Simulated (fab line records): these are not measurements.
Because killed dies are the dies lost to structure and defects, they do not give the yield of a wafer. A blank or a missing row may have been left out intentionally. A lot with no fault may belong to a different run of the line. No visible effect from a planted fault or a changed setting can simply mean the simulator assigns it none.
Matching of chambers :: flow n5-finfet :: N5_ZERO_LAYER_PECVD_02 on pecvd-01 has 3 sister chambers
The step deposits SiO2 from SiH4/N2O, target thk 10 nm, time 6 s. 3 wafers are shown with their chamber, then 9 later ones without.

== WAFERS, EACH WITH ITS CHAMBER ==
wafer: L080.6
chamber: 1
showerhead-plenum-p-Torr (Torr): 8.15

wafer: L081.5
chamber: 2
showerhead-plenum-p-Torr (Torr): 8.05

wafer: L081.6
chamber: 0
showerhead-plenum-p-Torr (Torr): 7.96

== WAFERS WITHOUT THEIR CHAMBER ==
wafer: L086.1
showerhead-plenum-p-Torr (Torr): 8.03

wafer: L086.2
showerhead-plenum-p-Torr (Torr): 8.18

wafer: L086.5
showerhead-plenum-p-Torr (Torr): 8.17

wafer: L088.1
showerhead-plenum-p-Torr (Torr): 7.95

wafer: L088.2
showerhead-plenum-p-Torr (Torr): 8.15

wafer: L088.6
showerhead-plenum-p-Torr (Torr): 7.96

wafer: L094.4
showerhead-plenum-p-Torr (Torr): 7.96

wafer: L094.5
showerhead-plenum-p-Torr (Torr): 8.04

wafer: L094.6
showerhead-plenum-p-Torr (Torr): 8.17

== WHICH CHAMBER EACH WENT THROUGH ==
wafer: L086.1
from the rows above: 2
in truth: 2

wafer: L086.2
from the rows above: 1
in truth: 1

wafer: L086.5
from the rows above: 1
in truth: 1

wafer: L088.1
from the rows above: 0
in truth: 0

wafer: L088.2
from the rows above: 1
in truth: 1

wafer: L088.6
from the rows above: 0
in truth: 0

wafer: L094.4
from the rows above: 0
in truth: 0

wafer: L094.5
from the rows above: 2
in truth: 2

wafer: L094.6
from the rows above: 1
in truth: 1
9 of 9 placed correctly. Left unplaced by these rows: 0. 0 placed wrongly.
How it was worked out, from the rows above alone: a wafer's distance from a chamber is the root of the sum, over the readings, of the square of ((its reading less the chamber's mean) divided by the reading's scatter). The wafer belongs to the nearest chamber; if the next one is less than 2 further off, it can't be placed. Each chamber's mean is taken over the wafers shown for it. The scatter: with one shown wafer a chamber, the root of the mean of the squares of how far each hidden wafer lies from its nearest shown one.
